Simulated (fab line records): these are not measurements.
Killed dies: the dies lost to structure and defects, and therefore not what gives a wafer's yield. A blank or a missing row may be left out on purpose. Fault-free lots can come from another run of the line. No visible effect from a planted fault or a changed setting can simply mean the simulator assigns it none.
The tool behind it: which one? | flow n5_finfet | 72 wafers from 24 lots sampled at 6 of the route's 1938 steps

== WHAT THE GAUGES READ, wafer by wafer ==
N5_BEOL_M4_INSPECT_13: inspects for defects (brightfield). Usual: raw_defect_count reads 414 (standard deviation 89).
lot  | measured     | on                | raw_defect_count | flag
L074 | day 8 04:34  | defect_inspect-02 | 312 383 381      |
L076 | day 8 07:33  | defect_inspect-01 | 637 452 383      |
L075 | day 8 07:43  | defect_inspect-01 | 398 487 455      |
L077 | day 8 11:02  | defect_inspect-01 | 489 491 312      |
L078 | day 8 19:23  | defect_inspect-01 | 261 451 383      |
L080 | day 8 20:13  | defect_inspect-02 | 429 331 402      |
L079 | day 8 21:53  | defect_inspect-02 | 351 452 468      |
L082 | day 9 22:07  | defect_inspect-02 | 522 443 407      |
L081 | day 9 22:30  | defect_inspect-01 | 473 309 417      |
L084 | day 10 07:07 | defect_inspect-02 | 467 475 500      |
L083 | day 10 07:35 | defect_inspect-01 | 334 389 464      |
L085 | day 10 22:32 | defect_inspect-01 | 354 396 261      |
L087 | day 10 23:16 | defect_inspect-02 | 533 517 473      |
L088 | day 11 07:14 | defect_inspect-01 | 443 305 321      |
L086 | day 11 11:00 | defect_inspect-01 | 345 394 272      |
L089 | day 11 11:10 | defect_inspect-01 | 435 458 328      |
L091 | day 11 16:07 | defect_inspect-02 | 328 441 580      |
L090 | day 11 20:02 | defect_inspect-02 | 385 616 453      |
L092 | day 12 09:05 | defect_inspect-02 | 408 350 282      |
L093 | day 12 15:26 | defect_inspect-02 | 339 285 316      |
L094 | day 13 00:31 | defect_inspect-01 | 332 270 315      |
L095 | day 13 01:37 | defect_inspect-02 | 566 428 581      |
L097 | day 13 20:02 | defect_inspect-02 | 502 367 439      |
L096 | day 13 21:26 | defect_inspect-01 | 340 347 350      |

N5_BEOL_M4_THK_MEAS_53: measures by xrf. Usual: for M4_THK the level is 40.5 nm and the standard deviation is 1.8.
lot  | measured     | on            | M4_THK (nm)    | flag
L074 | day 8 15:10  | film_metro-01 | 40.9 40.1 38.0 |
L076 | day 9 05:35  | film_metro-01 | 42.3 40.8 40.6 |
L075 | day 8 15:11  | film_metro-02 | 39.4 39.5 41.6 |
L077 | day 9 05:59  | film_metro-01 | 41.2 39.6 38.1 |
L078 | day 9 08:29  | film_metro-02 | 40.7 38.6 40.5 |
L080 | day 9 10:08  | film_metro-01 | 41.3 41.8 40.9 |
L079 | day 9 11:50  | film_metro-02 | 41.4 42.8 42.2 |
L082 | day 10 09:34 | film_metro-02 | 41.1 41.9 41.4 |
L081 | day 10 10:02 | film_metro-01 | 39.4 41.1 39.5 |
L084 | day 10 14:22 | film_metro-01 | 38.9 39.4 39.7 |
L083 | day 10 14:06 | film_metro-02 | 37.8 40.5 38.0 |
L085 | day 11 10:54 | film_metro-02 | 38.4 36.3 42.1 |
L087 | day 11 12:05 | film_metro-01 | 39.7 38.6 37.4 |
L088 | day 11 14:59 | film_metro-01 | 42.6 40.0 38.0 |
L086 | day 11 18:01 | film_metro-02 | 41.1 39.7 39.3 |
L089 | day 11 20:11 | film_metro-02 | 43.1 41.1 43.2 |
L091 | day 12 05:29 | film_metro-01 | 40.1 42.5 41.6 |
L090 | day 12 14:31 | film_metro-01 | 38.5 39.4 39.8 |
L092 | day 12 19:17 | film_metro-02 | 41.4 43.0 39.0 |
L093 | day 12 21:59 | film_metro-01 | 39.5 37.8 41.6 |
L094 | day 13 14:31 | film_metro-01 | 41.4 42.8 39.9 |
L095 | day 13 15:14 | film_metro-01 | 41.0 41.1 42.0 |
L097 | day 14 13:40 | film_metro-02 | 42.1 35.8 40.6 |
L096 | day 14 15:00 | film_metro-01 | 38.9 39.5 38.9 |

== WHICH TOOL RAN EACH LOT (tool, then ch and the chambers of the sampled wafers, then the start) ==
lot  | N5_BEOL_M3_SPUTTER_81        | N5_BEOL_M3_ANNEAL_89         | N5_BEOL_M4_SPUTTER_94        | N5_BEOL_M4_SPUTTER_96
L074 | pvd_sputter-03, day 7 23:48  | pvd_sputter-03, day 8 00:19  | pvd_sputter-02, day 8 13:55  | pvd_sputter-02, day 8 14:08
L076 | pvd_sputter-03, day 8 02:52  | pvd_sputter-03, day 8 03:23  | pvd_sputter-01, day 9 04:35  | pvd_sputter-01, day 9 04:48
L075 | pvd_sputter-01, day 8 02:53  | pvd_sputter-01, day 8 03:24  | pvd_sputter-01, day 8 14:02  | pvd_sputter-01, day 8 14:16
L077 | pvd_sputter-01, day 8 05:50  | pvd_sputter-01, day 8 06:22  | pvd_sputter-02, day 9 04:59  | pvd_sputter-02, day 9 05:12
L078 | pvd_sputter-03, day 8 14:28  | pvd_sputter-03, day 8 14:59  | pvd_sputter-01, day 9 07:20  | pvd_sputter-01, day 9 07:34
L080 | pvd_sputter-03, day 8 16:38  | pvd_sputter-03, day 8 17:09  | pvd_sputter-03, day 9 09:07  | pvd_sputter-03, day 9 09:20
L079 | pvd_sputter-02, day 8 18:11  | pvd_sputter-02, day 8 18:43  | pvd_sputter-02, day 9 10:47  | pvd_sputter-02, day 9 11:02
L082 | pvd_sputter-03, day 9 18:25  | pvd_sputter-03, day 9 18:56  | pvd_sputter-01, day 10 08:32 | pvd_sputter-01, day 10 08:46
L081 | pvd_sputter-01, day 9 18:26  | pvd_sputter-01, day 9 18:58  | pvd_sputter-03, day 10 09:00 | pvd_sputter-03, day 10 09:13
L084 | pvd_sputter-03, day 10 03:28 | pvd_sputter-03, day 10 03:59 | pvd_sputter-01, day 10 13:14 | pvd_sputter-01, day 10 13:27
L083 | pvd_sputter-02, day 10 03:36 | pvd_sputter-02, day 10 04:07 | pvd_sputter-02, day 10 13:05 | pvd_sputter-02, day 10 13:19
L085 | pvd_sputter-02, day 10 15:50 | pvd_sputter-02, day 10 16:21 | pvd_sputter-02, day 11 09:53 | pvd_sputter-02, day 11 10:07
L087 | pvd_sputter-02, day 10 18:43 | pvd_sputter-02, day 10 19:14 | pvd_sputter-01, day 11 11:01 | pvd_sputter-01, day 11 11:14
L088 | pvd_sputter-01, day 11 02:20 | pvd_sputter-01, day 11 02:52 | pvd_sputter-02, day 11 13:58 | pvd_sputter-02, day 11 14:11
L086 | pvd_sputter-02, day 11 05:30 | pvd_sputter-02, day 11 06:01 | pvd_sputter-03, day 11 16:59 | pvd_sputter-03, day 11 17:13
L089 | pvd_sputter-03, day 11 05:40 | pvd_sputter-03, day 11 06:11 | pvd_sputter-03, day 11 19:10 | pvd_sputter-03, day 11 19:23
L091 | pvd_sputter-03, day 11 12:44 | pvd_sputter-03, day 11 13:17 | pvd_sputter-02, day 12 04:28 | pvd_sputter-02, day 12 04:41
L090 | pvd_sputter-02, day 11 16:03 | pvd_sputter-02, day 11 16:34 | pvd_sputter-02, day 12 13:25 | pvd_sputter-02, day 12 13:38
L092 | pvd_sputter-01, day 12 05:07 | pvd_sputter-01, day 12 05:38 | pvd_sputter-02, day 12 18:10 | pvd_sputter-02, day 12 18:23
L093 | pvd_sputter-02, day 12 09:33 | pvd_sputter-02, day 12 10:04 | pvd_sputter-01, day 12 20:49 | pvd_sputter-01, day 12 21:02
L094 | pvd_sputter-02, day 12 20:28 | pvd_sputter-02, day 12 20:59 | pvd_sputter-02, day 13 13:30 | pvd_sputter-02, day 13 13:43
L095 | pvd_sputter-03, day 12 21:49 | pvd_sputter-03, day 12 22:20 | pvd_sputter-03, day 13 14:13 | pvd_sputter-03, day 13 14:26
L097 | pvd_sputter-03, day 13 16:33 | pvd_sputter-03, day 13 17:04 | pvd_sputter-02, day 14 12:39 | pvd_sputter-02, day 14 12:52
L096 | pvd_sputter-01, day 13 18:14 | pvd_sputter-01, day 13 18:46 | pvd_sputter-01, day 14 13:37 | pvd_sputter-01, day 14 13:50
- N5_BEOL_M3_SPUTTER_81: material Cu, target thk 4.5 nm, time 8.29 s.
- N5_BEOL_M3_ANNEAL_89: time 240 s.
- N5_BEOL_M4_SPUTTER_94: material Cu, target thk 4.5 nm, time 8.29 s.
- N5_BEOL_M4_SPUTTER_96: material Cu, target thk 4.5 nm, time 8.29 s.

== WHAT THE TOOLS THEMSELVES READ (means of the sampled wafers that have a number; where no wafer has one, the mark that the record gives instead) ==
N5_BEOL_M3_SPUTTER_81. Usual: throttle_valve_pct reads 30.5 % (standard deviation 0.92).
lot  | tool           | throttle_valve_pct (%) | flag
L074 | pvd_sputter-03 | 30.4                   |
L076 | pvd_sputter-03 | 30.3                   |
L075 | pvd_sputter-01 | 30.6                   |
L077 | pvd_sputter-01 | 30.5                   |
L078 | pvd_sputter-03 | 31.1                   |
L080 | pvd_sputter-03 | 29.7                   |
L079 | pvd_sputter-02 | 30.3                   |
L082 | pvd_sputter-03 | 31.0                   |
L081 | pvd_sputter-01 | 30.8                   |
L084 | pvd_sputter-03 | 30.7                   |
L083 | pvd_sputter-02 | 30.7                   |
L085 | pvd_sputter-02 | 30.3                   |
L087 | pvd_sputter-02 | 30.3                   |
L088 | pvd_sputter-01 | 30.7                   |
L086 | pvd_sputter-02 | 30.1                   |
L089 | pvd_sputter-03 | 30.9                   |
L091 | pvd_sputter-03 | 29.2                   |
L090 | pvd_sputter-02 | 30.7                   |
L092 | pvd_sputter-01 | 31.1                   |
L093 | pvd_sputter-02 | 30.4                   |
L094 | pvd_sputter-02 | 30.5                   |
L095 | pvd_sputter-03 | 31.1                   |
L097 | pvd_sputter-03 | 30.0                   |
L096 | pvd_sputter-01 | 30.7                   |

N5_BEOL_M3_ANNEAL_89. Usual: heater_power_w reads 840 W (standard deviation 57).
lot  | tool           | heater_power_w (W) | flag
L074 | pvd_sputter-03 | 849                |
L076 | pvd_sputter-03 | 829                |
L075 | pvd_sputter-01 | 870                |
L077 | pvd_sputter-01 | 899                |
L078 | pvd_sputter-03 | 858                |
L080 | pvd_sputter-03 | 816                |
L079 | pvd_sputter-02 | 794                |
L082 | pvd_sputter-03 | 837                |
L081 | pvd_sputter-01 | 850                |
L084 | pvd_sputter-03 | 849                |
L083 | pvd_sputter-02 | 849                |
L085 | pvd_sputter-02 | 856                |
L087 | pvd_sputter-02 | 819                |
L088 | pvd_sputter-01 | 887                |
L086 | pvd_sputter-02 | 777                |
L089 | pvd_sputter-03 | 846                |
L091 | pvd_sputter-03 | 836                |
L090 | pvd_sputter-02 | 839                |
L092 | pvd_sputter-01 | 806                |
L093 | pvd_sputter-02 | 839                |
L094 | pvd_sputter-02 | 854                |
L095 | pvd_sputter-03 | 851                |
L097 | pvd_sputter-03 | 823                |
L096 | pvd_sputter-01 | 867                |

N5_BEOL_M4_SPUTTER_94. Usual: throttle_valve_pct reads 30.6 % (standard deviation 0.75).
lot  | tool           | throttle_valve_pct (%) | flag
L074 | pvd_sputter-02 | 30.1                   |
L076 | pvd_sputter-01 | 31.2                   |
L075 | pvd_sputter-01 | 31.0                   |
L077 | pvd_sputter-02 | 30.2                   |
L078 | pvd_sputter-01 | 30.5                   |
L080 | pvd_sputter-03 | 30.1                   |
L079 | pvd_sputter-02 | 30.2                   |
L082 | pvd_sputter-01 | 30.8                   |
L081 | pvd_sputter-03 | 30.1                   |
L084 | pvd_sputter-01 | 30.6                   |
L083 | pvd_sputter-02 | 30.4                   |
L085 | pvd_sputter-02 | 30.3                   |
L087 | pvd_sputter-01 | 31.6                   |
L088 | pvd_sputter-02 | 30.5                   |
L086 | pvd_sputter-03 | 31.3                   |
L089 | pvd_sputter-03 | 31.5                   |
L091 | pvd_sputter-02 | 30.5                   |
L090 | pvd_sputter-02 | 30.6                   |
L092 | pvd_sputter-02 | 30.5                   |
L093 | pvd_sputter-01 | 30.8                   |
L094 | pvd_sputter-02 | 30.4                   |
L095 | pvd_sputter-03 | 30.7                   |
L097 | pvd_sputter-02 | 30.3                   |
L096 | pvd_sputter-01 | 31.0                   |

N5_BEOL_M4_SPUTTER_96. Usual: throttle_valve_pct reads 30.6 % (standard deviation 0.75).
lot  | tool           | throttle_valve_pct (%) | flag
L074 | pvd_sputter-02 | 30.4                   |
L076 | pvd_sputter-01 | 31.1                   |
L075 | pvd_sputter-01 | 31.0                   |
L077 | pvd_sputter-02 | 30.3                   |
L078 | pvd_sputter-01 | 30.5                   |
L080 | pvd_sputter-03 | 30.1                   |
L079 | pvd_sputter-02 | 30.2                   |
L082 | pvd_sputter-01 | 30.6                   |
L081 | pvd_sputter-03 | 30.1                   |
L084 | pvd_sputter-01 | 30.7                   |
L083 | pvd_sputter-02 | 30.6                   |
L085 | pvd_sputter-02 | 30.2                   |
L087 | pvd_sputter-01 | 31.6                   |
L088 | pvd_sputter-02 | 30.5                   |
L086 | pvd_sputter-03 | 31.2                   |
L089 | pvd_sputter-03 | 31.3                   |
L091 | pvd_sputter-02 | 30.4                   |
L090 | pvd_sputter-02 | 30.6                   |
L092 | pvd_sputter-02 | 30.3                   |
L093 | pvd_sputter-01 | 30.7                   |
L094 | pvd_sputter-02 | 30.2                   |
L095 | pvd_sputter-03 | 30.7                   |
L097 | pvd_sputter-02 | 30.3                   |
L096 | pvd_sputter-01 | 31.0                   |

== THE ANSWER, worked out from the rows above alone ==
Rule: lot off if the mean of its wafers having a number is beyond 3 standard deviations from the usual mean. A lot without any number at a reading at which 4 lots or more have one is off too. All remaining lots with rows at the step are treated as sound. Order of review: gauges by route order, followed by the tools' own readings, for which a lot's mean as printed above is used. At the first step where some lot is off, the reading lying furthest off is the one used; lots without a number count as furthest.
None of the lots is off at any reading shown; this tells nothing.

== WHAT WAS PUT IN BY THE SIMULATOR ==
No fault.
